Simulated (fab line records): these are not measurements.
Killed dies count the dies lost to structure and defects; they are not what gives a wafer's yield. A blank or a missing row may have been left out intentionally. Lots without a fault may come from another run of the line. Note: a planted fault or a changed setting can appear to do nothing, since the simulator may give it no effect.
fab line records    flow nand-harc
record: lots: 11  wafers: 33  last-day: 24
route steps=1159 shown THIN_TSV@1102 END@1159
lots untouched by any fault: they come from a run of this same line in which no faults occurred
start-h: hours from the record's opening day to when the first of the lot's shown wafers began    wait-h: hours elapsed since this lot's preceding step    " as in the row above    L1.1+2: one row covering several wafers at once    - no value, or no start given    * or withheld: withheld    < > ~ a bound
route shown NAME@n: names a module that has steps shown in the file, with the first one's number in the route    usual: mean and standard deviation over wafers with no fault    same: alike in all rows    chamber/n: place in a boat    sites: readings site by site    _std_site: the values' standard deviation    _edge_site: mean of outer sites minus mean of inner sites    radius-mm: for every site, how far away it sits from the centre of the wafer    mask NAME#n: copy n    behind: the last tool/chamber to shape the wafer    hold: what put the lot on hold/how long, in hours/how the hold closed    device: whichever transistor did not switch (one of n, p or np)    end of line: tests run on the same wafers once the route is complete    a step given without rows: its recipe and nothing more    killed: the dies lost at the first sort to structure and to defects; this is not the yield of the wafer    map: dies across one wafer; x = killed, . = not, _ = none there
set.NAME: the setting as run; set.NAME@STEP: as run at that earlier step    model.NAME: the simulator's own value behind a step, which no gauge read
a sample of lots followed through the steps of the route, with each step as a table and each wafer as a row
services: the hour from which a tool's chamber was out of use, counted from the record's first day as start-h (under 0 if before that day), plus the number of hours and why
== steps ==
step: NHARC_THIN_TSV_CMP_01
recipe: target-thk-um: 3
usual: motor-current-A: 12.2/1.5  slurry-filter-dp-kPa: 13.51/0.13
lot.wafer  tool    chamber  start-h  wait-h  motor-current-A  slurry-filter-dp-kPa
L125.1     cmp-01  3        431.49   1.0     13.2             13.42
L125.4     "       0        "        "       12.9             13.45
L125.3     "       1        "        "       13.0             13.34
L126.1     cmp-01  1        436.59   1.1     13.4             13.53
L126.4     "       2        "        "       11.2             13.43
L126.3     "       3        "        "       12.8             13.30
L121.1     cmp-02  1        447.22   1.1     13.6             13.44
L121.2     "       2        "        "       11.5             13.36
L121.5     "       0        "        "       15.2             13.41
L124.2     cmp-04  3        448.39   0.8     12.6             13.30
L124.4     "       1        "        "       13.8             13.25
L124.3     "       2        "        "       10.8             13.48
L130.2     cmp-02  0        464.45   0.8     16.0             13.55
L130.1     "       1        "        "       13.5             13.49
L130.6     "       0        "        "       15.8             13.37
L131.1     cmp-02  2        471.40   1.0     11.9             13.60
L131.4     "       3        "        "       11.2             13.49
L131.3     "       1        "        "       13.0             13.64
L128.1     cmp-04  1        476.65   1.0     14.2             13.23
L128.2     "       3        "        "       12.4             13.56
L128.6     "       2        "        "       10.1             13.48
L133.3     cmp-04  1        515.90   0.6     13.0             13.65
L133.1     "       0        "        "       9.8              13.41
L133.6     "       1        "        "       13.0             13.44
L141.1     cmp-04  2        533.75   1.0     10.2             13.74
L141.2     "       3        "        "       12.7             13.27
L141.6     "       2        "        "       9.9              13.40
L144.2     cmp-01  0        546.21   0.9     12.6             13.56
L144.4     "       1        "        "       13.3             13.59
L144.6     "       3        "        "       13.2             13.82
L142.1     cmp-04  0        552.45   1.0     10.4             13.25
L142.4     "       2        "        "       9.7              13.66
L142.6     "       3        "        "       12.1             13.82
step: NHARC_THIN_TSV_EXPOSE_09
recipe: na: 0.55  dose-mj: 30.7  mask-id: TSV
usual: exposure-dose-mJ-cm2: 30.70/0.031
lot.wafer  tool            chamber  start-h  wait-h  mask   exposure-dose-mJ-cm2
L125.1     krf-scanner-01  0        432.63   -       TSV#0  30.69
L125.3     "               0        "        "       TSV#0  30.69
L125.4     "               0        "        "       TSV#0  30.73
L126.1     krf-scanner-01  0        437.61   -       TSV#0  30.72
L126.3     "               0        "        "       TSV#0  30.77
L126.4     "               0        "        "       TSV#0  30.77
L121.1     krf-scanner-02  0        448.36   -       TSV#0  30.68
L121.2     "               0        "        "       TSV#0  30.70
L121.5     "               0        "        "       TSV#0  30.66
L124.2     krf-scanner-01  0        449.56   -       TSV#0  30.74
L124.3     "               0        "        "       TSV#0  30.74
L124.4     "               0        "        "       TSV#0  30.76
L130.1     krf-scanner-02  0        465.58   -       TSV#0  30.73
L130.2     "               0        "        "       TSV#0  30.69
L130.6     "               0        "        "       TSV#0  30.70
L131.1     krf-scanner-01  0        472.59   -       TSV#0  30.68
L131.3     "               0        "        "       TSV#0  30.73
L131.4     "               0        "        "       TSV#0  30.73
L128.1     krf-scanner-01  0        477.69   -       TSV#0  30.62
L128.2     "               0        "        "       TSV#0  30.66
L128.6     "               0        "        "       TSV#0  30.69
L133.1     krf-scanner-02  0        516.93   -       TSV#0  42.73
L133.3     "               0        "        "       TSV#0  42.73
L133.6     "               0        "        "       TSV#0  42.69
L141.1     krf-scanner-02  0        535.07   -       TSV#0  42.72
L141.2     "               0        "        "       TSV#0  42.73
L141.6     "               0        "        "       TSV#0  42.73
L144.2     krf-scanner-01  0        547.21   -       TSV#0  30.66
L144.4     "               0        "        "       TSV#0  30.70
L144.6     "               0        "        "       TSV#0  30.68
L142.1     krf-scanner-03  0        553.48   -       TSV#0  30.75
L142.4     "               0        "        "       TSV#0  30.74
L142.6     "               0        "        "       TSV#0  30.75
step: NHARC_THIN_TSV_CD_MEAS_12
recipe: target-cd-nm: 1000  landing-energy-ev: 500
usual: cd-nm: 999.0/1.8
lot.wafer  tool       chamber  start-h  wait-h  cd-nm
L125.1     cd-sem-02  0        432.79   -       999.5
L125.3     "          0        "        "       997.5
L125.4     "          0        "        "       999.6
L126.1     cd-sem-03  0        437.76   -       997.5
L126.3     "          0        "        "       996.9
L126.4     "          0        "        "       999.4
L121.1     cd-sem-01  0        448.52   -       999.0
L121.2     "          0        "        "       995.7
L121.5     "          0        "        "       999.5
L124.2     cd-sem-03  0        449.72   -       1003.3
L124.3     "          0        "        "       1001.9
L124.4     "          0        "        "       998.2
L130.1     cd-sem-03  0        465.75   -       996.6
L130.2     "          0        "        "       997.9
L130.6     "          0        "        "       997.1
L131.1     cd-sem-01  0        472.75   -       1000.7
L131.3     "          0        "        "       999.8
L131.4     "          0        "        "       1001.5
L128.1     cd-sem-02  0        477.85   -       998.4
L128.2     "          0        "        "       999.8
L128.6     "          0        "        "       998.6
L133.1     cd-sem-03  0        517.09   -       1008.9
L133.3     "          0        "        "       1010.0
L133.6     "          0        "        "       1004.6
L141.1     cd-sem-02  0        535.23   -       1006.6
L141.2     "          0        "        "       1008.8
L141.6     "          0        "        "       1009.1
L144.2     cd-sem-03  0        547.36   -       1000.1
L144.4     "          0        "        "       999.9
L144.6     "          0        "        "       999.3
L142.1     cd-sem-02  0        553.64   -       999.9
L142.4     "          0        "        "       1002.0
L142.6     "          0        "        "       1001.5
step: NHARC_THIN_TSV_ETCH_44
recipe: target-depth-a: 15942  time-s: 797.1  cf4-flow-sccm: 150  o2-flow-sccm: 10  ar-flow-sccm: 0  rf-w: 300  bias-w: 800  chemistry: CF4/O2
usual: drypump-motor-current-A: 5.6/0.37  oes-product-au: 1.003/0.01  rf-fwd-power-W: 299.4/0.95  rf-vpp-V: 793/4.5  showerhead-plenum-p-Torr: 1.81/0.074  throttle-valve-pct: 16.914/0.0087
lot.wafer  tool         chamber  start-h  wait-h  drypump-motor-current-A  oes-product-au  rf-fwd-power-W  rf-hours-counter-h  rf-vpp-V  showerhead-plenum-p-Torr  throttle-valve-pct
L125.3     rie-diel-04  3        433.05   0.1     6.1                      1.014           298.0           16                  790       1.74                      16.926
L125.1     "            0        "        "       4.8                      0.998           298.6           15                  787       1.71                      16.918
L125.4     "            1        "        "       5.2                      0.998           299.7           14                  797       1.86                      16.923
L126.1     rie-diel-04  2        438.07   0.1     5.9                      0.994           298.4           18                  801       1.93                      16.927
L126.3     "            3        "        "       6.1                      1.009           299.5           17                  788       1.74                      16.932
L126.4     "            0        "        "       4.8                      1.004           298.5           16                  787       1.71                      16.909
L121.1     rie-diel-11  0        448.82   0.1     5.1                      1.014           299.6           6                   795       1.84                      16.918
L121.2     "            2        "        "       5.4                      0.999           301.1           6                   788       1.72                      16.903
L121.5     "            0        "        "       5.1                      1.004           298.8           -                   795       1.84                      16.915
L124.2     rie-diel-04  0        449.97   0.1     4.8                      0.989           299.7           18                  786       1.71                      16.916
L124.3     "            1        "        "       5.2                      0.992           301.3           17                  797       1.86                      16.910
L124.4     "            3        "        "       6.0                      1.009           297.7           19                  789       1.74                      16.913
L130.2     rie-diel-09  0        466.08   0.1     5.4                      1.003           299.0           2                   802       1.93                      16.919
L130.1     "            1        "        "       5.7                      1.013           298.8           2                   792       1.81                      16.926
L130.6     "            1        "        "       5.7                      1.011           301.0           -                   793       1.81                      16.912
L131.1     rie-diel-11  0        472.99   0.1     5.1                      1.006           299.1           8                   794       1.84                      16.900
L131.3     "            1        "        "       5.7                      1.008           299.5           8                   794       1.80                      16.916
L131.4     "            2        "        "       5.4                      1.002           299.0           7                   787       1.71                      16.926
L128.2     rie-diel-09  1        478.10   0.1     5.7                      0.996           298.7           4                   793       1.81                      16.932
L128.1     "            0        "        "       5.4                      1.011           300.8           4                   801       1.93                      16.927
L128.6     "            1        "        "       5.7                      1.006           300.1           -                   793       1.81                      16.900
L133.1     rie-diel-11  2        517.45   0.2     5.4                      1.004           298.5           9                   788       1.71                      16.900
L133.3     "            3        "        "       6.0                      0.999           299.0           9                   792       1.78                      16.922
L133.6     "            1        "        "       5.7                      1.017           300.4           -                   793       1.80                      16.913
L141.1     rie-diel-04  2        535.53   0.1     5.8                      0.997           300.8           6                   800       1.93                      16.914
L141.2     "            0        "        "       4.8                      1.007           300.1           6                   787       1.71                      16.914
L141.6     "            2        "        "       5.8                      0.992           301.0           -                   801       1.93                      16.919
L144.2     rie-diel-09  1        547.72   0.2     5.7                      1.000           299.4           8                   793       1.81                      16.911
L144.4     "            2        "        "       5.8                      0.980           297.9           8                   795       1.85                      16.915
L144.6     "            0        "        "       5.4                      1.005           299.6           -                   800       1.93                      16.915
L142.1     rie-diel-09  0        553.98   0.2     5.4                      1.003           300.5           8                   799       1.93                      16.913
L142.4     "            2        "        "       5.7                      0.984           299.4           -                   795       1.85                      16.918
L142.6     "            1        "        "       5.7                      0.996           299.3           -                   794       1.81                      16.907
step: NHARC_THIN_TSV_ETCH_15
recipe: target-depth-a: 30000  bosch-target-overetch-cycles: 2  bosch-etch-step-s: 2.8  bosch-dep-step-s: 1.2  bosch-cycles: 14
usual: drypump-motor-current-A: 5.8/0.45
lot.wafer  tool       chamber  start-h  wait-h  drypump-motor-current-A  rf-hours-counter-h
L125.1     rie-si-05  1        433.63   -       5.6                      0.1
L125.4     "          2        "        "       6.6                      0.1
L125.3     "          0        "        "       5.9                      0.1
L126.4     rie-si-03  1        438.58   -       5.8                      0.9
L126.3     "          3        "        "       5.8                      1.0
L126.1     "          0        "        "       6.3                      0.9
L121.2     rie-si-03  0        449.33   -       6.3                      1.0
L121.1     "          2        "        "       5.4                      1.1
L121.5     "          0        "        "       6.2                      -
L124.4     rie-si-05  3        450.55   -       6.2                      0.2
L124.3     "          0        "        "       5.9                      0.2
L124.2     "          1        "        "       5.6                      0.3
L130.1     rie-si-05  2        466.71   -       6.7                      0.4
L130.2     "          0        "        "       6.0                      0.3
L130.6     "          1        "        "       5.6                      -
L131.1     rie-si-05  3        473.56   -       6.2                      0.4
L131.4     "          0        "        "       5.9                      0.3
L131.3     "          1        "        "       5.6                      0.5
L128.1     rie-si-03  2        478.67   -       5.4                      1.4
L128.2     "          1        "        "       5.8                      1.3
L128.6     "          3        "        "       5.8                      -
L133.1     rie-si-01  0        517.93   -       5.8                      0.2
L133.3     "          1        "        "       4.9                      0.2
L133.6     "          0        "        "       5.8                      -
L141.2     rie-si-05  2        536.07   -       6.7                      1.1
L141.1     "          3        "        "       6.2                      1.1
L141.6     "          1        "        "       5.7                      -
L144.4     rie-si-05  0        548.20   -       6.0                      1.1
L144.2     "          2        "        "       6.7                      1.2
L144.6     "          3        "        "       6.3                      -
L142.1     rie-si-05  1        554.59   -       5.6                      1.2
L142.4     "          3        "        "       6.2                      1.2
L142.6     "          1        "        "       5.6                      -
step: NHARC_THIN_TSV_CD_MEAS_37
usual: cd-nm: 4998.7/2.6
lot.wafer  tool       chamber  start-h  wait-h  cd-nm
L125.1     cd-sem-03  -        440.43   -       4997.6
L125.3     "          -        "        "       4996.9
L125.4     "          -        "        "       5000.1
L126.1     cd-sem-03  -        445.24   -       4997.5
L126.3     "          -        "        "       4996.6
L126.4     "          -        "        "       4996.4
L121.1     cd-sem-02  -        456.27   -       4998.9
L121.2     "          -        "        "       4996.5
L121.5     "          -        "        "       4997.8
L124.2     cd-sem-01  -        457.65   -       5006.6
L124.3     "          -        "        "       5003.2
L124.4     "          -        "        "       4997.0
L130.1     cd-sem-03  -        473.26   -       4994.6
L130.2     "          -        "        "       4999.3
L130.6     "          -        "        "       5001.4
L131.1     cd-sem-02  -        480.23   -       5003.5
L131.3     "          -        "        "       5001.8
L131.4     "          -        "        "       5004.5
L128.1     cd-sem-01  -        485.28   -       4998.9
L128.2     "          -        "        "       5000.0
L128.6     "          -        "        "       4997.0
L133.1     cd-sem-03  -        524.65   -       5008.7
L133.3     "          -        "        "       5007.7
L133.6     "          -        "        "       5003.7
L141.1     cd-sem-03  -        542.57   -       5006.2
L141.2     "          -        "        "       5006.9
L141.6     "          -        "        "       5009.0
L144.2     cd-sem-03  -        554.81   -       4994.7
L144.4     "          -        "        "       5000.4
L144.6     "          -        "        "       4996.5
L142.1     cd-sem-01  -        560.98   -       5000.5
L142.4     "          -        "        "       5002.8
L142.6     "          -        "        "       4998.3
step: NHARC_END_SORT_01
recipe: temp-c: 25
usual: defect-limited-yield: 95.4/1.4  killed-at-array: 27/9.3  killed-at-other: 0.9/1.3  killed-at-periphery: 3.6/2.7  killed-dies: 31/9.7  killed-open: 3.3/1.8  killed-short: 2.0/1.5  sort_bin_2_pct: 1.4/0.63  sort_bin_3_pct: 0.25/0.21  sort_bin_4_pct: 2.9/0.93  sort-n-pass: 646/9.7  sort-rim-yield-pct: 95/3.1  sort-yield-pct: 95.4/1.4
same: gross-dies: 677  sort_bin_5_pct[%]: 0  sort_bin_6_pct[%]: 0  sort_bin_7_pct[%]: 0  sort_bin_8_pct[%]: 0  sort-rim-n-gross: 106.00
lot.wafer  tool       chamber  start-h  wait-h  defect-limited-yield[%]  killed-at-array  killed-at-other  killed-at-periphery  killed-dies  killed-open  killed-short  sort_bin_2_pct[%]  sort_bin_3_pct[%]  sort_bin_4_pct[%]  sort-n-pass  sort-rim-yield-pct[%]  sort-yield-pct[%]
L131.1     prober-01  0        488.55   2.6     95.7                     25               2                2                    29           1            0             0.7                0.15               3.4                648          95                     95.7
L131.3     prober-01  0        490.14   3.1     94.8                     24               4                7                    35           3            0             1.6                0.59               3.0                642          95                     94.8
L131.4     prober-01  0        490.93   3.4     95.0                     26               0                8                    34           3            2             1.9                0.15               3.0                643          97                     95.0
L133.1     prober-02  0        531.16   2.5     94.7                     31               1                4                    36           4            2             1.5                0                  3.8                641          95                     94.7
L133.3     prober-02  0        532.76   3.1     95.7                     28               0                1                    29           6            0             1.5                0.15               2.7                648          96                     95.7
L133.6     prober-02  0        535.15   4.0     95.4                     29               1                1                    31           1            3             1.3                0.30               3.0                646          97                     95.4
killed by level:class
L131.1 A_SLIT:chamber-film-flake=14 A_CHANNEL_HOLE_D1:chamber-film-flake=4 A_WL_FILL:chamber-film-flake=3 A_CONTACT:chamber-film-flake=3 P_ZERO_WELL:chamber-film-flake=2 THIN_TSV:chamber-film-flake=2 A_CONTACT:geometric-particle:open=1
L131.3 A_SLIT:chamber-film-flake=12 P_ZERO_WELL:chamber-film-flake=5 A_CHANNEL_HOLE_D1:chamber-film-flake=5 THIN_TSV:chamber-film-flake=4 A_CONTACT:chamber-film-flake=2 P_STI:geometric-particle:open=1 A_ONON_D1:geometric-particle:open=1 A_CONTACT:geometric-particle:open=1
L131.4 A_SLIT:chamber-film-flake=10 A_CHANNEL_HOLE_D1:chamber-film-flake=7 P_ZERO_WELL:chamber-film-flake=3 A_STAIRCASE:chamber-film-flake=3 P_STI:chamber-film-flake=2 A_CONTACT:chamber-film-flake=2 P_CONTACT:geometric-particle:open=1 P_M0:geometric-particle:open=1
L133.1 A_SLIT:chamber-film-flake=12 A_CHANNEL_HOLE_D1:chamber-film-flake=9 A_ZERO_WELL:chamber-film-flake=2 A_CHANNEL_FILL_D1:chamber-film-flake=2 A_CONTACT:chamber-film-flake=2 P_M0:geometric-particle:short=1 P_M1:geometric-particle:open=1 P_M2:geometric-particle:open=1
L133.3 A_SLIT:chamber-film-flake=11 A_CHANNEL_HOLE_D1:chamber-film-flake=5 A_BLC:chamber-film-flake=5 A_CONTACT:geometric-particle:open=2 P_M2:geometric-particle:open=1 A_CHANNEL_HOLE_D1:geometric-particle:open=1 A_CHANNEL_FILL_D1:geometric-particle:open=1 A_WL_FILL:geometric-particle:open=1
L133.6 A_SLIT:chamber-film-flake=8 A_CONTACT:chamber-film-flake=7 A_BLC:chamber-film-flake=5 A_CHANNEL_HOLE_D1:chamber-film-flake=3 A_CHANNEL_FILL_D1:geometric-particle:short=1 A_WL_FILL:geometric-particle:short=1 A_CONTACT:geometric-particle:short=1 A_CONTACT:geometric-particle:open=1
== services ==
tool            chamber  start-h  hours  kind
rie-diel-04     1        407.88   12.2   repair
rie-si-05       -        416.00   9.0    pm
rie-diel-11     3        418.01   9.6    repair
rie-diel-04     0        420.39   6.2    repair
krf-scanner-01  -        428.00   4.0    pm
cmp-02          -        428.79   4.0    pm
rie-diel-09     -        431.10   9.0    pm
cmp-01          -        447.06   0.9    repair
krf-scanner-01  -        448.17   1.1    repair
cmp-01          -        451.25   1.5    repair
rie-si-01       -        459.25   0.2    repair
rie-diel-09     2        459.54   9.5    repair
rie-diel-04     -        465.90   9.0    pm
cmp-01          -        473.50   4.0    pm
rie-si-01       -        481.00   9.0    pm
krf-scanner-01  -        494.99   0.3    repair
cmp-04          -        497.10   4.0    pm
rie-si-03       -        509.00   9.0    pm
cmp-02          -        515.97   0.9    repair
cmp-02          -        526.79   4.0    pm
rie-si-05       2        532.08   1.7    repair
rie-diel-11     -        543.50   9.0    pm
rie-diel-04     0        546.12   1.3    repair
krf-scanner-02  -        554.00   4.0    pm
== key ==
first-sign: step: NHARC_THIN_TSV_EXPOSE_09  reading: exposure-dose-mJ-cm2  direction: up  sigmas: 99+  usual: 30.70  struck: 42.72
effect: step: NHARC_THIN_TSV_CD_MEAS_12  reading: cd-nm  direction: up  sigmas: 5  usual: 999.0  struck: 1008.0
effect: step: NHARC_THIN_TSV_CD_MEAS_37  reading: cd-nm  direction: up  sigmas: 3.2  usual: 4998.7  struck: 5007.0
met-at NHARC_THIN_TSV_EXPOSE_09
struck-lots L133,L141
not-acting-at NHARC_THIN_TSV_CMP_01,NHARC_THIN_TSV_ETCH_44,NHARC_THIN_TSV_ETCH_15
onset-between 465.58 516.93
fault: kind: process-parameter-drift  tool: krf-scanner-02  chamber: -  onset-h: 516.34  steps: NHARC_THIN_TSV_EXPOSE_09  channel: dose-mj  offset: 12.032  shape: step  acts-in: these-recipes-only  stated: 30.7
